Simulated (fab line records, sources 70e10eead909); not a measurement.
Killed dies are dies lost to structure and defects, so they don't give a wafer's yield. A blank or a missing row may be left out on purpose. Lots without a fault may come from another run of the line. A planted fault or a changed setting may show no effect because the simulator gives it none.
A struck lot beside a sound one | flow nand_harc | 15 steps out of a route of 1302
Sound: wafers L138.1, L138.4, L138.6. Struck: wafer L148.2. (L148.4, L148.5 of the same lot were not struck and are left out.) The cause comes at the end.
At each step with rows: each side's tool, then ch and its chambers, then its first start. Under that, the readings that differ: sound wafers | struck wafers | difference of the means | sigmas: that difference in standard deviations of wafers without a fault.
alike: readings whose means differ by less than 2 such deviations, and words and numbers that are the same on both sides. not compared: withheld readings, readings that some wafer has no value for, bounds like >300 that may hide the same value, and numbers for which the record gives no deviation and whose values overlap.
The two part at a step that has a row with sigmas, a row that says differs or no value, or rows on one side only. Numbers that don't overlap but have no deviation are shown without sigmas and don't part them. A reading that every wafer of one side lacks parts them only if that side has two wafers or more.

NHARC_A_DECK1_JOINT_INSPECT_05:
  sound on defect_inspect-02, day 15 11:23; struck on defect_inspect-01, day 19 14:32
  reading          | sound       | struck | difference | sigmas
  raw_defect_count | 521 475 516 | 216    | -288       | -3
then, 1 step without rows for these wafers: NHARC_A_ONON_D2_DEP_00 (target thk 1000 nm).
NHARC_A_ONON_D2_THK_MEAS_02: measures by ellipsometry.
  sound on film_metro-02, day 15 11:58; struck on film_metro-02, day 19 15:07
  alike: thk_nm
then, 1 step without rows for these wafers: NHARC_A_ONON_D2_DEP_03 (target thk 1000 nm).
NHARC_A_ONON_D2_THK_MEAS_05: measures by ellipsometry.
  sound on film_metro-02, day 15 12:32; struck on film_metro-01, day 19 15:40
  alike: thk_nm
then, 1 step without rows for these wafers: NHARC_A_ONON_D2_DEP_06 (target thk 1000 nm).
NHARC_A_ONON_D2_THK_MEAS_08: measures by ellipsometry.
  sound on film_metro-02, day 15 13:06; struck on film_metro-02, day 19 16:14
  alike: thk_nm
then, 1 step without rows for these wafers: NHARC_A_ONON_D2_DEP_09 (target thk 1000 nm).
NHARC_A_ONON_D2_THK_MEAS_11: measures by ellipsometry.
  sound on film_metro-01, day 15 13:40; struck on film_metro-01, day 19 16:49
  alike: thk_nm
then, 1 step without rows for these wafers: NHARC_A_ONON_D2_DEP_12 (target thk 1000 nm).
NHARC_A_ONON_D2_THK_MEAS_14: measures by ellipsometry.
  sound on film_metro-01, day 15 14:14; struck on film_metro-02, day 19 17:22
  alike: thk_nm
then, 1 step without rows for these wafers: NHARC_A_ONON_D2_ANNEAL_15 (time 3600 s).
NHARC_A_ONON_D2_DEP_16: target thk 1000 nm.
  sound on pecvd_onon-03 ch 0, day 15 22:31; struck on pecvd_onon-04 ch 0, day 20 02:10
NHARC_A_ONON_D2_THK_MEAS_18: measures by ellipsometry.
  sound on film_metro-02, day 15 23:02; struck on film_metro-02, day 20 02:37
  reading     | sound          | struck | difference | sigmas
  thk_nm (nm) | 1003 1002 1003 | 474    | -529       | -76
then, 1 step without rows for these wafers: NHARC_A_ONON_D2_DEP_19 (target thk 1000 nm).

WHERE THEY PART
First at NHARC_A_DECK1_JOINT_INSPECT_05; last, within this record, at NHARC_A_ONON_D2_THK_MEAS_18.

WHY: what the simulator had put in
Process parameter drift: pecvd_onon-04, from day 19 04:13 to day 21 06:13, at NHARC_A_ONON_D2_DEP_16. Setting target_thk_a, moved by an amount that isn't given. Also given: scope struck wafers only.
